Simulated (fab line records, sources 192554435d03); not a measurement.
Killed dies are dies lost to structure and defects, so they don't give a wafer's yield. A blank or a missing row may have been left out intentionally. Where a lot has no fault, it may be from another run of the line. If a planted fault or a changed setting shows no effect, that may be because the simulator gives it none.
Comparing a struck lot with a sound one :: flow n5-finfet :: 37 out of 1938 route steps
Sound: these wafers, L151.1, L151.3, L151.5. The struck wafers were L141.4, L141.5, L141.6. Last of all comes the cause.
For every step that has rows: the tool of each side, followed by ch and its chambers, followed by its first start. Under that, the readings that differ: sound wafers :: struck wafers :: difference of the means :: sigmas: that difference in standard deviations of wafers without a fault.
alike: a reading whose means differ by less than 2 such deviations, as well as words and numbers matching on both sides. not compared: withheld readings; readings where some wafer has no value; bounds like >300 that might hide an equal value; numbers whose values overlap and for which the record gives no deviation.
The two part at a step that has a row with sigmas, a row that says differs or no value, or rows on one side only. When numbers do not overlap yet have no deviation, they are printed without sigmas and do not part them. A reading that every wafer of one side lacks parts them only if that side has two wafers or more.

first, 8 steps without rows for these wafers: N5_BEOL_M5_ANNEAL_51 (time 90 s); N5_BEOL_M5_CMP_52 (polishes, stops on SiCOH lowk, t overpolish 6.9 s, target thk 62 nm); N5_BEOL_M5_PRE_CLEAN_77 (time 15 s); N5_BEOL_M5_CO_CAP_78 (material Co, precursor CCTBA/H2, target thk 2 nm, time 102.1 s); N5_BEOL_M5_PRE_CLEAN_55 (time 15 s); N5_BEOL_M5_DEP_56 (deposits SiCN from 3MS/NH3, target thk 8 nm, time 14 s); N5_BEOL_M6_ILD_DEP_00 (deposits SiCOH lowk from DEMS/porogen, target thk 179.75 nm, time 33.4 s); N5_BEOL_M6_CURE_74 (cures SiCOH lowk, time 240 s).
N5_BEOL_M6_PECVD_70: deposits SiO2 from TEOS/O2, target thk 20 nm, time 22.7 s.
  sound on pecvd-03 ch 0,1, day 13 06:56; struck on pecvd-02 ch 0,1,2, day 10 17:49
  alike: heater-power-w, showerhead-plenum-p-Torr, throttle-valve-pct
then, 25 steps without rows for these wafers: N5_BEOL_M6_HM_DEP_02 (deposits TiN, target thk 20 nm); N5_BEOL_M6_COAT_59 (time 60 s, resist thk 100 nm); N5_BEOL_M6_COAT_60 (time 60 s, resist thk 35 nm); N5_BEOL_M6_COAT_05 (resist thk 90 nm); N5_BEOL_M6_EBR_07; N5_BEOL_M6_SOFTBAKE_06 (time 60 s); N5_BEOL_M6_EXPOSE_08 (exposes mask M6); N5_BEOL_M6_PEB_09 (peb time 60 s); N5_BEOL_M6_DEVELOP_10 (develop time 30 s); N5_BEOL_M6_DESCUM_16 (chemistry O2, time 7.9 s); N5_BEOL_M6_ETCH_61 (etches SiARC in CF4, target depth 45.5 nm, time 75.8 s); N5_BEOL_M6_ETCH_62 (etches SOC in N2/H2, target depth 110 nm, overetch 22 nm, time 165 s); N5_BEOL_M6_STRIP_68 (strips in N2/H2); N5_BEOL_M6_STRIP_67 (strips in CF4); N5_BEOL_M6_HM_OPEN_17 (chemistry Cl2/BCl3, target TiN, target depth 20 nm, overetch 6 nm); N5_BEOL_M6_STRIP_19 (strips in O2); N5_BEOL_M6_COAT_63 (time 60 s, resist thk 60 nm); N5_BEOL_M6_COAT_64 (time 60 s, resist thk 12 nm); N5_BEOL_M6_COAT_71 (time 60 s, resist thk 5 nm); N5_BEOL_M6_COAT_22 (resist thk 30 nm); N5_BEOL_M6_EBR_24; N5_BEOL_M6_SOFTBAKE_23 (time 60 s); N5_BEOL_M6_EXPOSE_25 (exposes mask V5, target cd 40 nm); N5_BEOL_M6_PEB_26 (peb time 60 s); N5_BEOL_M6_DEVELOP_27 (develop time 30 s).
N5_BEOL_M6_HM_STRIP_39: strips TiN in peroxide tin strip, target depth 25 nm, time 158 s.
  sound on wet-bench-04 ch 0,2,7, day 13 11:22; struck on wet-bench-05 ch 2,4,7, day 10 21:35
reading: model.SiO2_of_BEOL_M6_PECVD_70.thk-nm (nm)
sound: 19.4 19.8 20
struck: 40.6 40 40.4
difference: +20.6
sigmas: 
  alike: temp-c
N5_BEOL_M6_CMP_52: polishes, stops on SiCOH lowk, t overpolish 6.9 s, target thk 80 nm.
  sound on cmp-03 ch 0,1,3, day 13 16:07; struck on cmp-02 ch 0,1, day 11 00:23
reading: barrier-field-endpoint-s (s)
sound: 29.9 29.7 29.8
struck: 46.9 46.9 46.9
difference: +17.1
sigmas: +22

reading: overpolish-run-s (s)
sound: 6.913 6.907 6.898
struck: 0.047 0.051 0.036
difference: -6.861
sigmas: -99 or more
  alike: head-pressure-psi, motor-current-A, platen-rpm, time-to-endpoint-s
-- a jump in the record: the struck wafers' starts before and after are 4 days apart (it breaks off in module BEOL_M6 and resumes in module PASSIVATION, where the first step shown is number 1936 of the route) --
N5_PASSIVATION_PROBE_49:
  sound on prober-01, day 17 06:47; struck on prober-01, day 14 18:09
  alike: defect-limited-yield, killed_at_M0_to_M3, killed_at_M4_up, killed-at-contacts, killed-at-front-end, killed-at-other, killed-dies, killed-open, killed-short, sort_bin_5_function, sort_bin_6_memory, sort_bin_8_speed, sort-n-pass, sort-yield-pct

## WHERE THEY PART
Only at N5_BEOL_M6_CMP_52, within this record. Later steps at which nothing parts them and some readings are alike: N5_PASSIVATION_PROBE_49.

WHY: what had been put in by the simulator
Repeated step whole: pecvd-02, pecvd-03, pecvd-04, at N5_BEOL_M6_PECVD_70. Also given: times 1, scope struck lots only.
